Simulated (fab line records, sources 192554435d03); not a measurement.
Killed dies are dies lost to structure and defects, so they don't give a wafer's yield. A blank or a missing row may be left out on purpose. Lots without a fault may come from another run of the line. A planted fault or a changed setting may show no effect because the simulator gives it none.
A struck lot beside a sound one | flow n5_finfet | 15 steps out of a route of 1938
Sound: wafers L675.1, L675.2, L675.6. Struck: wafers L688.3, L688.4, L688.5. The cause comes at the end.
At each step with rows: each side's tool, then ch and its chambers, then its first start. Under that, the readings that differ: sound wafers | struck wafers | difference of the means | sigmas: that difference in standard deviations of wafers without a fault.
alike: readings whose means differ by less than 2 such deviations, and words and numbers that are the same on both sides. not compared: withheld readings, readings that some wafer has no value for, bounds like >300 that may hide the same value, and numbers for which the record gives no deviation and whose values overlap.
The two part at a step that has a row with sigmas, a row that says differs or no value, or rows on one side only. Numbers that don't overlap but have no deviation are shown without sigmas and don't part them. A reading that every wafer of one side lacks parts them only if that side has two wafers or more.

first, 7 steps without rows for these wafers: N5_HKMG_FIN_COAT_30 (time 60 s, resist thk 35 nm); N5_HKMG_FIN_COAT_06 (resist thk 90 nm); N5_HKMG_FIN_EBR_08; N5_HKMG_FIN_SOFTBAKE_07 (time 60 s); N5_HKMG_FIN_EXPOSE_09 (exposes mask NWFM); N5_HKMG_FIN_PEB_10 (peb time 60 s); N5_HKMG_FIN_DEVELOP_11 (develop time 30 s).
N5_HKMG_FIN_CD_MEAS_12: target cd 92.8 nm.
  sound on cd_sem-03 ch 0, day 6 01:59; struck on cd_sem-01 ch 0, day 9 03:37
  alike: cd_nm
N5_HKMG_FIN_OVL_MEAS_13:
  sound on overlay-02 ch 0, day 6 02:01; struck on overlay-02 ch 0, day 9 03:38
  alike: NWFM_OVL
N5_HKMG_FIN_INSPECT_14: inspects for defects (macro).
  sound on defect_inspect-01, day 6 02:02; struck on defect_inspect-02, day 9 03:40
  alike: raw_defect_count
N5_HKMG_FIN_DESCUM_17: chemistry O2, time 7.9 s.
  sound on rie_diel-04 ch 2,3, day 6 02:09; struck on rie_diel-04 ch 0,2, day 9 03:44
  alike: bias_power_w, drypump_motor_current_A, o2_flow_sccm, oes_product_au, rf_vpp_V, showerhead_plenum_p_Torr, throttle_valve_pct
  not compared: rf_hours_counter_h
N5_HKMG_FIN_ETCH_31: etches SiARC in CF4, target depth 45.5 nm, time 75.8 s.
  sound on rie_diel-04 ch 2,3, day 6 02:11; struck on rie_diel-04 ch 0,2, day 9 03:46
  alike: drypump_motor_current_A, etch_rf_on_time_s, oes_product_au, rf_vpp_V, showerhead_plenum_p_Torr, throttle_valve_pct
  not compared: rf_hours_counter_h
N5_HKMG_FIN_ETCH_32: etches SOC in N2/H2, target depth 240 nm, time 300 s.
  sound on rie_diel-04 ch 2,3, day 6 02:14; struck on rie_diel-04 ch 0,2, day 9 03:49
  reading                                     | sound           | struck            | difference | sigmas
  oes_product_au (a.u.)                       | 0.72 0.81 0.72  | 1.00 0.98 0.98    | +0.24      | +3
  model.etch.depth_nm (nm)                    | 238 239.2 235.5 | 405.1 394.1 392.3 | +159.6     |
  model.HKMG_FIN.feature_depth_nm (nm)        | 238 239.2 235.6 | 405.2 394 392.2   | +159.5     |
  model.SiARC_of_HKMG_FIN_COAT_30.thk_nm (nm) | 21.4 20.8 21.6  | 12 12.4 12.4      | -9         |
  alike: drypump_motor_current_A, rf_vpp_V, showerhead_plenum_p_Torr, throttle_valve_pct
  not compared: rf_hours_counter_h
then, 1 step without rows for these wafers: N5_HKMG_FIN_STRIP_33 (strips in N2/H2).
-- the record jumps here: 9 days lie between the struck wafers' starts before and after (it left off in module HKMG_FIN and takes up again in module PASSIVATION, whose first step shown is number 1936 of the route) --
N5_PASSIVATION_PROBE_49:
  sound on prober-01, day 14 01:23; struck on prober-02, day 18 01:50
  reading             | sound | struck | difference | sigmas
  killed_at_M0_to_M3  | 30 42 | 65     | +29        | +3
  killed_at_front_end | 71 51 | 38     | -23        | -2
  alike: killed_at_M4_up, killed_at_contacts, killed_at_other, killed_dies, killed_open, killed_short

WHERE THEY PART
First at N5_HKMG_FIN_ETCH_32; last, within this record, at N5_PASSIVATION_PROBE_49.

WHY: what the simulator had put in
Process parameter drift: rie_diel-04, from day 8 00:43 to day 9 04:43, at N5_HKMG_FIN_ETCH_32. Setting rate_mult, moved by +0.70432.
